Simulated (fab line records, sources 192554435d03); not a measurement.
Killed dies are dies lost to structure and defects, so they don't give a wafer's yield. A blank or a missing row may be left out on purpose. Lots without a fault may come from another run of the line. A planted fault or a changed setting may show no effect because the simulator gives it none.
Problem report in the 8D (eight disciplines) form, filled by code | flow n5_finfet | the parts of the form that need people (team, actions taken, sign-off) are left out

1. THE PROBLEM
spin_speed_rpm at N5_FIN_SAQP_COAT_50 reads a mean of 1454.1 rpm on 9 wafers of 3 lots; wafers without a fault read 1500.0 rpm with a standard deviation of 0.87. That is -53 standard deviations from the usual mean.
The step: time 60 s, resist thk 35 nm.
First seen on wafer L687.2, day 3 09:19, on litho_track-01. The record holds 28 wafers of 10 lots with a number at this step. Rule for "out", or "out of limits": more than 4 standard deviations from the usual mean. The other wafers with a number count as sound.

2. WHAT IT IS AND WHAT IT IS NOT
question                    | is                     | is not
which readings at this step | spin_speed_rpm         | -
which lots                  | L687, L688, L690       | L681, L684, L699, L701, L702, L703, L704
which wafers of those lots  | all that have a number | -
read on which tools         | litho_track-01         | litho_track-02, litho_track-03
when                        | from day 3 09:19       | up to then (6 sound wafers); but 13 sound wafers of L699, L701, L702, L703, L704 came after

3. SUSPECTS, AND WHAT RULES EACH OUT
Counting: a tool at a process step up to the reading stays a suspect if it ran every lot that is out and no sound lot after the first of them.
- litho_track-01 at N5_FIN_SAQP_COAT_50 (time 60 s, resist thk 35 nm): ruled out as a lasting fault. Sound lots L702, L703 ran on it after its first lot that is out, L687 (day 3 09:19).
Left after counting: nothing in the record.

4. THE CAUSE (what the simulator had put in)
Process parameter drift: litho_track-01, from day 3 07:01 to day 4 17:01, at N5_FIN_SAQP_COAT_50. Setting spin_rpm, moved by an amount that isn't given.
Counting ruled it out, wrongly.

5. THE CHAIN OF EFFECTS, in route order
Each row: a reading whose mean over the struck wafers that have a number lies more than 3 standard deviations from the usual. Only readings for which the record gives a usual standard deviation are gone through. hours: the time from each lot's start at the first step in this table that gives one to its start at this step, as a median over the lots. sigmas: the change in usual standard deviations.
hours | step                | reading        | usual      | on struck wafers | change | sigmas
0     | N5_FIN_SAQP_COAT_50 | spin_speed_rpm | 1500.0 rpm | 1454.1           | -45.9  | -53
The process steps in it:
- N5_FIN_SAQP_COAT_50: time 60 s, resist thk 35 nm.
Later measuring or inspecting steps at which every struck wafer that the step has a row for has a number for every such reading, and none has moved that far: N5_BEOL_M4_RC_MEAS_101.

6. WHAT WOULD HAVE CAUGHT IT SOONER
In this record the first reading out of limits was taken at day 3 09:19, 2 hours after the fault began at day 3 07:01.
